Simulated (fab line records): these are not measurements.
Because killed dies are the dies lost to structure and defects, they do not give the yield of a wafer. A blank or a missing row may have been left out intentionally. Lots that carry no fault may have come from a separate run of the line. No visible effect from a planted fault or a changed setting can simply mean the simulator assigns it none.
Problem report, 8D (eight disciplines) form, completed by code || flow n5 finfet || the parts of the form that need people (team, actions taken, sign-off) are left out

## 1. PROBLEM STATEMENT
Mean of cd nm at N5_BEOL_M8_CD_MEAS_28: 38.12 nm across 6 wafers in 2 lots; on wafers with no fault it is 40.00 nm (standard deviation 0.21). Relative to the usual mean, that is a shift of -8.9 standard deviations.
The step: target cd 40 nm.
Seen first at day 14 05:37 on cd sem-03, wafer L684.1. The record has a number at this step for 36 wafers belonging to 12 lots. Rule for "out" (also "out of limits"): further than 4 standard deviations from the usual mean. All remaining wafers that have a number are taken as sound.

## 2. WHAT IT IS AND WHAT IT IS NOT
{"question": "which readings at this step", "is": "cd nm", "is not": "-"}
{"question": "which lots", "is": "L684, L685", "is not": "L666, L668, L669, L670, L671, L672, L675, L683, L687, L688"}
{"question": "which wafers of those lots", "is": "all that have a number", "is not": "-"}
{"question": "read on which gauges", "is": "cd sem-02, cd sem-03", "is not": "cd sem-01"}
{"question": "when", "is": "from day 14 05:37", "is not": "up to then (24 sound wafers); but 6 sound wafers of L687, L688 came after"}

## 3. THE SUSPECTS, EACH WITH WHAT RULES IT OUT
Counting: a tool stays on the suspect list if, at a process step up to the reading, it processed all lots that are out and no sound lot following the first of them.
- the gauge at N5_BEOL_M8_CD_MEAS_28 is ruled out. The wafers that are out were read on 2 gauges (cd sem-02, cd sem-03).
- euv scanner-02 at N5_BEOL_M8_EXPOSE_25 (exposes mask V7, target cd 40 nm): kept. All lots that are out passed through it, beginning with L684 at day 14 05:29, and no sound lot followed; its final sound lot before that point was L683 at day 14 04:56. On those wafers its own readings are out: exposure dose mJ cm2.
The count leaves euv scanner-02 at N5_BEOL_M8_EXPOSE_25.

## 4. THE CAUSE (what the simulator had put in)
Process parameters drifting: euv scanner-02 at N5_BEOL_M8_EXPOSE_25, beginning at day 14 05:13. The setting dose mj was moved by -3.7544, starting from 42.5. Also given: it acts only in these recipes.
Only this tool survived the counting.

## 5. THE CHAIN OF EFFECTS, in route order
Each row: a reading whose mean over the struck wafers that have a number lies more than 3 standard deviations from the usual. Readings are gone through only where the record gives a usual standard deviation; hours: the median, over the lots, of the time from a lot's start at the first step in this table giving one to that lot's start at this step; sigmas: the change measured in usual standard deviations.
{"hours": 0, "step": "N5_BEOL_M8_EXPOSE_25", "reading": "exposure dose mJ cm2", "usual": 42.62, "on struck wafers": 39.06, "change": -3.56, "sigmas": -17}
{"hours": 0, "step": "N5_BEOL_M8_CD_MEAS_28", "reading": "cd nm", "usual": "40.00 nm", "on struck wafers": 38.12, "change": -1.88, "sigmas": -8.9}
Here are the process steps it includes:
- N5_BEOL_M8_EXPOSE_25: exposes mask V7, target cd 40 nm.
At these later measuring or inspecting steps, every struck wafer for which the step has a row has a number for every such reading, and none has moved that far: N5_BEOL_M8_OVL_MEAS_29.

## 6. HOW IT WOULD HAVE BEEN CAUGHT EARLIER
The first out-of-limits reading at a measuring or inspecting step in this record came at day 14 05:37, 0 hours after the fault's start at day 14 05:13.
The tool's own readings at N5_BEOL_M8_EXPOSE_25 were out on every struck wafer that the step has a row for (exposure dose mJ cm2): an alarm limit on them would have fired on the first of those.
L685, from the lots that are out (2), started N5_BEOL_M8_EXPOSE_25 on euv scanner-02 later than day 14 05:37. A hold on the tool at that time would have spared it.
